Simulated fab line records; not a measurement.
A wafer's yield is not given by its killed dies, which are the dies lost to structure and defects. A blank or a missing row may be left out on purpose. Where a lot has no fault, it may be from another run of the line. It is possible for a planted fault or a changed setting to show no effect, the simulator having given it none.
Split-lot trial ; flow n5Finfet ; 7 lots, 21 wafers read, on a route of 1938 steps

THE SPLIT ITSELF
At N5_HKMG_FIN_COAT_41 (time 60 s, resist thk 300 nm), the setting spinRpm was moved away from the recipe's 1500 rpm on 6 of the 21 wafers read, by -9.1% to +10.7%. The other wafers ran this setting at the recipe's value.

The reading is taken at the split's own step.

THE READING
SOC_of_HKMG_FIN_COAT_41.thkNm (the simulator's own value, which no gauge read), in nm, at N5_HKMG_FIN_COAT_41 (time 60 s, resist thk 300 nm). There is no usual value for it anywhere in the file. Here, 15 wafers ran the recipe; their average is 300.6 nm with a standard deviation of 0.52 nm.

wafer;tool, chamber at the split;spinRpm as run, rpm;against the recipe;SOC_of_HKMG_FIN_COAT_41.thkNm, nm;against lot-mates on the recipe
L074.3;lithoTrack-01, 0;1500;recipe;300.4;-
L074.5;lithoTrack-01, 0;1500;recipe;301.2;-
L074.6;lithoTrack-01, 0;1500;recipe;300.8;-
L079.1;lithoTrack-01, 0;1500;recipe;301;-
L079.3;lithoTrack-01, 0;1576;+5.1%;294;-7.4
L079.6;lithoTrack-01, 0;1500;recipe;301.8;-
L085.4;lithoTrack-02, 0;1363;-9.1%;314.6;+14.7
L085.5;lithoTrack-02, 0;1500;recipe;300;-
L085.6;lithoTrack-02, 0;1500;recipe;299.8;-
L086.2;lithoTrack-01, 0;1500;recipe;301;-
L086.5;lithoTrack-01, 0;1661;+10.7%;285.6;-15.4
L086.6;lithoTrack-01, 0;1661;+10.7%;286.4;-14.6
L088.1;lithoTrack-04, 0;1500;recipe;300.8;-
L088.5;lithoTrack-04, 0;1454;-3.1%;305;+4.2
L088.6;lithoTrack-04, 0;1454;-3.1%;304.8;+4.0
L092.2;lithoTrack-02, 0;1500;recipe;300.4;-
L092.5;lithoTrack-02, 0;1500;recipe;300;-
L092.6;lithoTrack-02, 0;1500;recipe;300.2;-
L096.2;lithoTrack-04, 0;1500;recipe;300.2;-
L096.5;lithoTrack-04, 0;1500;recipe;300.8;-
L096.6;lithoTrack-04, 0;1500;recipe;300.4;-

THE FIT
A straight line over all 21 wafers: SOC_of_HKMG_FIN_COAT_41.thkNm changes by -1.4 nm for each +1% of spinRpm; r = -1.00; the points scatter about the line by 0.57 nm.
The same after taking each lot's own level away (the mean of its wafers on the recipe; 21 wafers): -1.45 nm for each +1%; r = -1.00; scatter 0.46 nm.
According to that fit, moving spinRpm by its largest amount changes the reading by 16 nm.
The span of the lots' own levels, 299.90 to 301.40 nm, comes to 2.9 times the standard deviation stated above.
So the lot-to-lot level changes the slope little: the two slopes agree.
Check: with one of the wafers moved furthest among these (+10.7%) left out of the fit, the line predicts -15.5 nm for it against its lot-mates. It came out at -15.4 nm against them.

FURTHER SPLITS ON THESE WAFERS
Other splits were also applied to these wafers ahead of the reading. Each is held against what the fit with the lots' levels taken away leaves over:
other split on the same wafers;wafers away from the commonest value;r with SOC_of_HKMG_FIN_COAT_41.thkNm (lot level and that fit taken away)
N5_ZERO_LAYER_EXPOSE_08 doseMj;4;+0.15
N5_ZERO_LAYER_DEVELOP_10 developTimeS;6;-0.35
N5_PMOS_HMC_CHANNEL_EPI_COAT_03 spinRpm;4;+0.00
N5_FIN_SAQP_PEB_14 pebTimeS;2;-0.44
N5_STI_FIN_REVEAL_ETCHBACK_08 timeS;4;+0.05
N5_DUMMY_GATE_DESCUM_20 timeS;6;-0.11
N5_DUMMY_GATE_ETCH_32 timeS;10;-0.15
N5_SD_ACTIVATION_LSA_01 tempC;7;+0.09

FILE'S OWN FIT
SOC_of_HKMG_FIN_COAT_41.thkNm changes by -1.48 nm for each +1% of spinRpm, r = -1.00.
